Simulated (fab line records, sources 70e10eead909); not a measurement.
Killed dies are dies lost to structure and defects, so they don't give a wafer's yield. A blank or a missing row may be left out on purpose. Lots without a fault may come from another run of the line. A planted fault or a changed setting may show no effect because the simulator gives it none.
Chamber matching | flow nand_harc | NHARC_P_CONTACT_CMP_01 on cmp-01: 4 sister chambers
The step polishes SiO2, target thk 200 nm. 4 wafers are shown with their chamber, then 7 later ones without.

WAFERS WITH THEIR CHAMBER
wafer  | chamber | motor_current_A (A)
L089.4 | 2       | 11.3
L091.6 | 0       | 12.7
L095.3 | 3       | 11.0
L095.4 | 1       | 10.9

WAFERS WITHOUT THEIR CHAMBER
wafer  | motor_current_A (A)
L095.6 | 11.6
L097.1 | 11.1
L097.2 | 12.6
L097.6 | 11.3
L097.3 | 10.8
L097.4 | 11.5
L097.5 | 11.1

WHICH CHAMBER EACH WENT THROUGH
wafer  | from the rows above          | in truth
L095.6 | can't be placed: 2 or 3      | 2
L097.1 | can't be placed: 3 or 1 or 2 | 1
L097.2 | 0                            | 0
L097.6 | can't be placed: 2 or 3      | 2
L097.3 | can't be placed: 1 or 3      | 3
L097.4 | can't be placed: 2 or 3      | 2
L097.5 | can't be placed: 3 or 1 or 2 | 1
Placed correctly: 1 of 7. Can't be placed from these rows: 6 (the true chamber is among the candidates in 6). Placed wrongly: 0.
How it was worked out, from the rows above alone: a wafer's distance from a chamber is the root of the sum, over the readings, of the square of ((its reading less the chamber's mean) divided by the reading's scatter). The wafer belongs to the nearest chamber; if the next one is less than 2 further off, it can't be placed. A chamber's mean is the mean of its shown wafers. The scatter: with one shown wafer a chamber, the root of the mean of the squares of how far each hidden wafer lies from its nearest shown one.
